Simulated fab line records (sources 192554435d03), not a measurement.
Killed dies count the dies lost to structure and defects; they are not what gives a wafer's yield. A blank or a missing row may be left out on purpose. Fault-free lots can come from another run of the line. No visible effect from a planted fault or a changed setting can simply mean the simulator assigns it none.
Matching of chambers    flow n5 finfet    N5_BEOL_M8_STRIP_36 on rie diel-04: 3 sister chambers
The step strips in N2/H2. 16 wafers are shown with their chamber, then 7 later ones without.

## WAFERS WITH THEIR CHAMBER
wafer   chamber  showerhead plenum p Torr (Torr)  drypump motor current A (A)  oes product au (a.u.)
L075.3  0        2.59                             5.5                          0.94
L075.5  1        2.42                             4.9                          0.70
L075.6  0        2.59                             5.5                          0.94
L078.1  3        2.70                             5.4                          0.97
L078.3  0        2.59                             5.5                          0.93
L078.5  0        2.59                             5.5                          0.93
L079.4  0        2.59                             5.5                          0.92
L079.5  0        2.59                             5.5                          0.92
L079.6  3        2.69                             5.3                          0.98
L081.1  1        2.42                             4.9                          0.68
L081.2  3        2.69                             5.3                          0.96
L081.6  1        2.42                             4.9                          0.70
L084.4  3        2.69                             5.3                          0.94
L084.5  0        2.59                             5.5                          0.91
L084.6  1        2.41                             4.9                          0.69
L093.1  3        2.68                             5.3                          0.88

SIGNATURES (means of the wafers above)
reading                   chamber 0  chamber 1  chamber 3  scatter within a chamber
showerhead plenum p Torr  2.5900     2.4175     2.6900     0.0046
drypump motor current A   5.500      4.900      5.320      0.0248
oes product au            0.9271     0.6925     0.9460     0.0238
Rule: for a wafer and a chamber, the distance is found by dividing, reading by reading, the gap between the wafer's reading and the chamber's mean by the reading's scatter, squaring, summing and taking the root. If the next closest chamber is less than 2 further off than the closest, the wafer can't be placed; otherwise it belongs to the closest. The scatter: take each reading less its chamber's mean, square it, sum over the shown wafers, divide by the number of wafers less the number of chambers, and take the root.

## WAFERS WITH NO CHAMBER GIVEN
wafer   showerhead plenum p Torr (Torr)  drypump motor current A (A)  oes product au (a.u.)
L093.2  2.40                             4.9                          0.67
L092.2  2.40                             4.9                          0.66
L092.4  2.68                             5.3                          0.88
L092.6  2.40                             4.9                          0.66
L096.2  2.67                             5.3                          0.88
L096.3  2.57                             5.5                          0.87
L096.6  2.67                             5.3                          0.87

## CHAMBER TAKEN BY EACH
wafer   from the rows above  in truth
L093.2  1                    1
L092.2  1                    1
L092.4  3                    3
L092.6  1                    1
L096.2  3                    3
L096.3  0                    0
L096.6  3                    3
7 of 7 placed correctly. Not placeable from these rows: 0. 0 placed wrongly.
